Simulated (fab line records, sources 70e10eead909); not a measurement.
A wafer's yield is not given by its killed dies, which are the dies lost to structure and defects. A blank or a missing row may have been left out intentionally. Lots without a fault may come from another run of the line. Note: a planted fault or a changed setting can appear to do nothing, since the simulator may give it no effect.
A lot that was struck, set against a sound lot -- flow nand harc -- 22 steps out of a route of 1302
Sound: these wafers, L597.1, L597.2, L597.4. Struck: wafers L603.4, L603.5, L603.6. At the end, the cause is stated.
Per side, at each step with rows, come the tool, then ch with its chambers, and then its first start. Under that, the readings that differ: sound wafers -- struck wafers -- difference of the means -- sigmas: that difference in standard deviations of wafers without a fault.
alike: readings whose means differ by less than 2 such deviations, and words and numbers that are the same on both sides. not compared: withheld readings, readings that some wafer has no value for, bounds like >300 that may hide the same value, and numbers for which the record gives no deviation and whose values overlap.
The two part at a step that has a row with sigmas, a row that says differs or no value, or rows on one side only. When numbers do not overlap yet have no deviation, they are printed without sigmas and do not part them. A reading that every wafer of one side lacks parts them only if that side has two wafers or more.

NHARC_P_CONTACT_CVD_23: deposits W, target thk 200 nm, time 557 s.
  sound: cvd w-02 ch 0,1; struck: cvd w-01 ch 0,1
  alike: heater power w, mfc ar sccm, throttle valve pct
NHARC_P_CONTACT_CMP_24: polishes, t overpolish 30 s, target thk 200 nm.
  sound on cmp-01 ch 0,1,2, day 11 01:20; struck on cmp-03 ch 1,2,3, day 13 16:00
reading,sound,struck,difference,sigmas
time to endpoint s (s),38 37 38,47 46 43,+8,+2
  alike: motor current A, overpolish run s
following that, these wafers have no rows for 1 step: NHARC_P_CONTACT_SRD_26.
NHARC_P_CONTACT_INSPECT_27:
  sound on defect inspect-02 at day 11 01:45; struck on defect inspect-02 at day 13 16:21
  alike: raw defect count
then, 7 steps without rows for these wafers: NHARC_P_M0_DEP_00 (deposits SiOC, target thk 150 nm); NHARC_P_M0_DEHYDRATE_01 (time 120 s); NHARC_P_M0_HMDS_02 (time 30 s); NHARC_P_M0_COAT_33 (time 65 s); NHARC_P_M0_COAT_03 (resist thk 90 nm); NHARC_P_M0_SOFTBAKE_04 (time 55 s); NHARC_P_M0_EBR_05.
NHARC_P_M0_EXPOSE_06: exposes mask P M0, target cd 90 nm.
  sound on arfi scanner-01 ch 0, day 11 02:31; struck on arfi scanner-01 ch 0, day 13 17:00
reading,sound,struck,difference,sigmas
exposure dose mJ cm2,81.30 81.21 81.24,87.81 87.73 87.87,+6.55,+75
  alike: mask
then, 2 steps without rows for these wafers: NHARC_P_M0_PEB_07 (peb time 65 s); NHARC_P_M0_DEVELOP_08 (develop time 35 s).
NHARC_P_M0_CD_MEAS_09 targets a cd of 90 nm.
  sound on cd sem-01 ch 0, day 11 02:39; struck on cd sem-01 ch 0, day 13 17:08
reading,sound,struck,difference,sigmas
cd nm (nm),91.0 90.1 90.5,95.4 94.1 93.7,+3.9,+7
NHARC_P_M0_OVL_MEAS_10: pitch 180 nm.
  sound on overlay-02 at day 11 02:44; struck on overlay-02 at day 13 17:13
reading,sound,struck,difference,sigmas
overlay y nm (nm),1.3 1.1 1.6,0.2 -0.8 -0.7,-1.8,-2
  alike: overlay x nm
NHARC_P_M0_INSPECT_11:
  sound on defect inspect-01 at day 11 02:47; struck on defect inspect-01 at day 13 17:15
  alike: raw defect count
NHARC_P_M0_DESCUM_14: chemistry O2, time 3 s.
  sound on rie diel-05 ch 0,2,3, day 11 02:51; struck on rie diel-05 ch 1,2, day 13 17:19
reading,sound,struck,difference,sigmas
model.P_M0.cd nm (nm),90.3 90.31 90.74,95.68 94.33 94.14,+4.27,
  alike: drypump motor current A, mfc ar sccm, oes product au, rf vpp V, showerhead plenum p Torr, throttle valve pct
  not compared: rf hours counter h
NHARC_P_M0_ETCH_34: etches the open film in N2/H2, target depth 40 nm, overetch 12 nm, time 43.94 s.
  sound on rie diel-05 ch 0,2,3, day 11 02:56; struck on rie diel-05 ch 2,3, day 13 17:23
  alike: drypump motor current A, mfc ar sccm, oes product au, rf vpp V, showerhead plenum p Torr, throttle valve pct
  not compared: rf hours counter h
NHARC_P_M0_ETCH_15: etches the open film in C4F8/Ar, target depth 150 nm, overetch 15 nm, time 82.5 s.
  sound: rie diel-05 ch 1,2,3; struck: rie diel-05 ch 0,1
reading,sound,struck,difference,sigmas
model.P_M0.cd nm (nm),90.26 90.04 90.9,95.74 94.21 93.99,+4.25,
  alike: oes product au, rf vpp V
  not compared: rf hours counter h
NHARC_P_M0_CD_MEAS_16:
  sound on cd sem-03 at day 11 03:08; struck on cd sem-02 at day 13 17:37
reading,sound,struck,difference,sigmas
cd nm (nm),90.2 89.9 91.1,96.0 94.3 94.0,+4.4,+6
following that, these wafers have no rows for 1 step: NHARC_END_SORT_01.

== WHERE THEY PART ==
Earliest at NHARC_P_CONTACT_CMP_24; latest, in this record, at NHARC_P_M0_CD_MEAS_16.

WHY: the cause the simulator had injected
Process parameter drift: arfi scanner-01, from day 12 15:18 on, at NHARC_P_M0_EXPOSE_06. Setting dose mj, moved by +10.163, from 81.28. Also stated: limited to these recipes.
